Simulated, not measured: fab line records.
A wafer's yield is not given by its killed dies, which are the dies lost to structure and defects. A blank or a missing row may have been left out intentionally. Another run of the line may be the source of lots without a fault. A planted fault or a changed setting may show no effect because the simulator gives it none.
Split-lot trial :: flow n5Finfet :: 39 wafers read across 7 lots, on a route 1938 steps long

## THE SPLIT ITSELF
At N5_ZERO_LAYER_ETCH_18 (etches Si in HBr/Cl2, target depth 120 nm, time 40 s), the setting targetDepthA was moved away from the recipe's 1200 angstrom on 18 of the 39 wafers read, by -59.4% to +49.1%. All remaining wafers had this setting at the recipe value.

The split's own step is where the reading is taken.

## THE READING
coat_of_ZERO_LAYER_COAT_05.thkNm (the simulator's own value, which no gauge read), in nm, at N5_ZERO_LAYER_ETCH_18 (etches Si in HBr/Cl2, target depth 120 nm, time 40 s). No usual value for it is given in the file. Here, 21 wafers ran the recipe; their average is 930.3 nm with a standard deviation of 2.8 nm.

wafer: L076.1
tool, chamber at the split: rieSi-06, 1
targetDepthA as run, angstrom: 487.7
against the recipe: -59.4%
coat_of_ZERO_LAYER_COAT_05.thkNm, nm: 956
against lot-mates on the recipe: +24.2

wafer: L076.2
tool, chamber at the split: rieSi-06, 3
targetDepthA as run, angstrom: 487.7
against the recipe: -59.4%
coat_of_ZERO_LAYER_COAT_05.thkNm, nm: 957.1
against lot-mates on the recipe: +25.3

wafer: L076.3
tool, chamber at the split: rieSi-06, 0
targetDepthA as run, angstrom: 1200
against the recipe: recipe
coat_of_ZERO_LAYER_COAT_05.thkNm, nm: 933.6
against lot-mates on the recipe: -

wafer: L076.4
tool, chamber at the split: rieSi-06, 2
targetDepthA as run, angstrom: 1200
against the recipe: recipe
coat_of_ZERO_LAYER_COAT_05.thkNm, nm: 931.4
against lot-mates on the recipe: -

wafer: L076.5
tool, chamber at the split: rieSi-06, 2
targetDepthA as run, angstrom: 1200
against the recipe: recipe
coat_of_ZERO_LAYER_COAT_05.thkNm, nm: 930.3
against lot-mates on the recipe: -

wafer: L076.6
tool, chamber at the split: rieSi-06, 3
targetDepthA as run, angstrom: 487.7
against the recipe: -59.4%
coat_of_ZERO_LAYER_COAT_05.thkNm, nm: 960.2
against lot-mates on the recipe: +28.4

wafer: L079.1
tool, chamber at the split: rieSi-06, 2
targetDepthA as run, angstrom: 722.8
against the recipe: -39.8%
coat_of_ZERO_LAYER_COAT_05.thkNm, nm: 944.1
against lot-mates on the recipe: +14.0

wafer: L079.2
tool, chamber at the split: rieSi-06, 1
targetDepthA as run, angstrom: 1200
against the recipe: recipe
coat_of_ZERO_LAYER_COAT_05.thkNm, nm: 929
against lot-mates on the recipe: -

wafer: L079.3
tool, chamber at the split: rieSi-06, 3
targetDepthA as run, angstrom: 722.8
against the recipe: -39.8%
coat_of_ZERO_LAYER_COAT_05.thkNm, nm: 947.9
against lot-mates on the recipe: +17.8

wafer: L079.4
tool, chamber at the split: rieSi-06, 0
targetDepthA as run, angstrom: 1200
against the recipe: recipe
coat_of_ZERO_LAYER_COAT_05.thkNm, nm: 928.7
against lot-mates on the recipe: -

wafer: L079.5
tool, chamber at the split: rieSi-06, 3
targetDepthA as run, angstrom: 1200
against the recipe: recipe
coat_of_ZERO_LAYER_COAT_05.thkNm, nm: 932.5
against lot-mates on the recipe: -

wafer: L079.6
tool, chamber at the split: rieSi-06, 0
targetDepthA as run, angstrom: 722.8
against the recipe: -39.8%
coat_of_ZERO_LAYER_COAT_05.thkNm, nm: 943
against lot-mates on the recipe: +12.9

wafer: L084.1
tool, chamber at the split: rieSi-06, 0
targetDepthA as run, angstrom: 1200
against the recipe: recipe
coat_of_ZERO_LAYER_COAT_05.thkNm, nm: 928.8
against lot-mates on the recipe: -

wafer: L084.2
tool, chamber at the split: rieSi-06, 1
targetDepthA as run, angstrom: 1200
against the recipe: recipe
coat_of_ZERO_LAYER_COAT_05.thkNm, nm: 931.9
against lot-mates on the recipe: -

wafer: L084.3
tool, chamber at the split: rieSi-06, 2
targetDepthA as run, angstrom: 1200
against the recipe: recipe
coat_of_ZERO_LAYER_COAT_05.thkNm, nm: 927.5
against lot-mates on the recipe: -

wafer: L084.4
tool, chamber at the split: rieSi-06, 3
targetDepthA as run, angstrom: 1713
against the recipe: +42.8%
coat_of_ZERO_LAYER_COAT_05.thkNm, nm: 912.2
against lot-mates on the recipe: -17.2

wafer: L084.5
tool, chamber at the split: rieSi-06, 3
targetDepthA as run, angstrom: 1713
against the recipe: +42.8%
coat_of_ZERO_LAYER_COAT_05.thkNm, nm: 913.9
against lot-mates on the recipe: -15.5

wafer: L084.6
tool, chamber at the split: rieSi-06, 0
targetDepthA as run, angstrom: 1713
against the recipe: +42.8%
coat_of_ZERO_LAYER_COAT_05.thkNm, nm: 913.6
against lot-mates on the recipe: -15.8

wafer: L087.2
tool, chamber at the split: rieSi-06, 2
targetDepthA as run, angstrom: 1200
against the recipe: recipe
coat_of_ZERO_LAYER_COAT_05.thkNm, nm: 929.9
against lot-mates on the recipe: -

wafer: L087.4
tool, chamber at the split: rieSi-06, 0
targetDepthA as run, angstrom: 1200
against the recipe: recipe
coat_of_ZERO_LAYER_COAT_05.thkNm, nm: 932
against lot-mates on the recipe: -

wafer: L087.5
tool, chamber at the split: rieSi-06, 3
targetDepthA as run, angstrom: 1200
against the recipe: recipe
coat_of_ZERO_LAYER_COAT_05.thkNm, nm: 934.9
against lot-mates on the recipe: -

wafer: L091.1
tool, chamber at the split: rieSi-06, 2
targetDepthA as run, angstrom: 1200
against the recipe: recipe
coat_of_ZERO_LAYER_COAT_05.thkNm, nm: 927.2
against lot-mates on the recipe: -

wafer: L091.2
tool, chamber at the split: rieSi-06, 0
targetDepthA as run, angstrom: 1640
against the recipe: +36.7%
coat_of_ZERO_LAYER_COAT_05.thkNm, nm: 910.8
against lot-mates on the recipe: -15.4

wafer: L091.3
tool, chamber at the split: rieSi-06, 1
targetDepthA as run, angstrom: 1640
against the recipe: +36.7%
coat_of_ZERO_LAYER_COAT_05.thkNm, nm: 910.5
against lot-mates on the recipe: -15.7

wafer: L091.4
tool, chamber at the split: rieSi-06, 3
targetDepthA as run, angstrom: 1640
against the recipe: +36.7%
coat_of_ZERO_LAYER_COAT_05.thkNm, nm: 915.5
against lot-mates on the recipe: -10.7

wafer: L091.5
tool, chamber at the split: rieSi-06, 2
targetDepthA as run, angstrom: 1200
against the recipe: recipe
coat_of_ZERO_LAYER_COAT_05.thkNm, nm: 923.9
against lot-mates on the recipe: -

wafer: L091.6
tool, chamber at the split: rieSi-06, 3
targetDepthA as run, angstrom: 1200
against the recipe: recipe
coat_of_ZERO_LAYER_COAT_05.thkNm, nm: 927.4
against lot-mates on the recipe: -

wafer: L092.1
tool, chamber at the split: rieSi-04, 3
targetDepthA as run, angstrom: 1200
against the recipe: recipe
coat_of_ZERO_LAYER_COAT_05.thkNm, nm: 931.4
against lot-mates on the recipe: -

wafer: L092.2
tool, chamber at the split: rieSi-04, 0
targetDepthA as run, angstrom: 1789
against the recipe: +49.1%
coat_of_ZERO_LAYER_COAT_05.thkNm, nm: 910.3
against lot-mates on the recipe: -18.5

wafer: L092.3
tool, chamber at the split: rieSi-04, 2
targetDepthA as run, angstrom: 1789
against the recipe: +49.1%
coat_of_ZERO_LAYER_COAT_05.thkNm, nm: 911
against lot-mates on the recipe: -17.8

wafer: L092.4
tool, chamber at the split: rieSi-04, 1
targetDepthA as run, angstrom: 1200
against the recipe: recipe
coat_of_ZERO_LAYER_COAT_05.thkNm, nm: 927.9
against lot-mates on the recipe: -

wafer: L092.5
tool, chamber at the split: rieSi-04, 1
targetDepthA as run, angstrom: 1789
against the recipe: +49.1%
coat_of_ZERO_LAYER_COAT_05.thkNm, nm: 910.9
against lot-mates on the recipe: -17.9

wafer: L092.6
tool, chamber at the split: rieSi-04, 0
targetDepthA as run, angstrom: 1200
against the recipe: recipe
coat_of_ZERO_LAYER_COAT_05.thkNm, nm: 927.2
against lot-mates on the recipe: -

wafer: L097.1
tool, chamber at the split: rieSi-01, 3
targetDepthA as run, angstrom: 1609
against the recipe: +34.1%
coat_of_ZERO_LAYER_COAT_05.thkNm, nm: 916.2
against lot-mates on the recipe: -17.2

wafer: L097.2
tool, chamber at the split: rieSi-01, 0
targetDepthA as run, angstrom: 1200
against the recipe: recipe
coat_of_ZERO_LAYER_COAT_05.thkNm, nm: 932
against lot-mates on the recipe: -

wafer: L097.3
tool, chamber at the split: rieSi-01, 2
targetDepthA as run, angstrom: 1200
against the recipe: recipe
coat_of_ZERO_LAYER_COAT_05.thkNm, nm: 935.3
against lot-mates on the recipe: -

wafer: L097.4
tool, chamber at the split: rieSi-01, 1
targetDepthA as run, angstrom: 1200
against the recipe: recipe
coat_of_ZERO_LAYER_COAT_05.thkNm, nm: 932.8
against lot-mates on the recipe: -

wafer: L097.5
tool, chamber at the split: rieSi-01, 0
targetDepthA as run, angstrom: 1609
against the recipe: +34.1%
coat_of_ZERO_LAYER_COAT_05.thkNm, nm: 921.2
against lot-mates on the recipe: -12.2

wafer: L097.6
tool, chamber at the split: rieSi-01, 3
targetDepthA as run, angstrom: 1609
against the recipe: +34.1%
coat_of_ZERO_LAYER_COAT_05.thkNm, nm: 918.6
against lot-mates on the recipe: -14.8

THE FIT
A straight line over all 39 wafers: coat_of_ZERO_LAYER_COAT_05.thkNm changes by -0.42 nm for each +1% of targetDepthA; r = -0.98; the points scatter about the line by 2.8 nm.
The same after taking each lot's own level away (the mean of its wafers on the recipe; 39 wafers): -0.4 nm for each +1%; r = -0.99; scatter 2 nm.
That fit puts the effect of the largest move of targetDepthA on the reading at 24 nm.
Across the lots, their own levels run from 926.17 to 933.37 nm, a range of 2.5 times the standard deviation given above.
The two slopes are in agreement: the lot-to-lot level therefore moves the slope only a little.
Check: +24 nm against its lot-mates is what the line predicts for one of the wafers moved furthest among these (-59.4%) when that wafer is left out of the fit. Against them it came out at +24.2 nm.

## THE WHOLE CHAIN: every reading that the file lists as answering this split, in the file's order
step: N5_ZERO_LAYER_ETCH_18
what it does: etches Si in HBr/Cl2, target depth 120 nm, time 40 s
reading: ZERO_LAYER.featureDepthNm (the simulator's own value, which no gauge read)
change (the file's fit): +1.2 nm for each +1% of the setting
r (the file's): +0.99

step: N5_ZERO_LAYER_ETCH_18
what it does: etches Si in HBr/Cl2, target depth 120 nm, time 40 s
reading: etch.depthNm (the simulator's own value, which no gauge read)
change (the file's fit): +1.2 nm for each +1% of the setting
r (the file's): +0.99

step: N5_ZERO_LAYER_ETCH_18
what it does: etches Si in HBr/Cl2, target depth 120 nm, time 40 s
reading: coat_of_ZERO_LAYER_COAT_05.thkNm (the simulator's own value, which no gauge read)
change (the file's fit): -0.399 nm for each +1% of the setting
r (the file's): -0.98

step: N5_ZERO_LAYER_STRIP_24
what it does: strips in O2
reading: stripTimeToEndpointS
change (the file's fit): withheld for each +1% of the setting
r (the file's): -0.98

## THE FILE'S OWN FIT
coat_of_ZERO_LAYER_COAT_05.thkNm changes by -0.399 nm for each +1% of targetDepthA, r = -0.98.
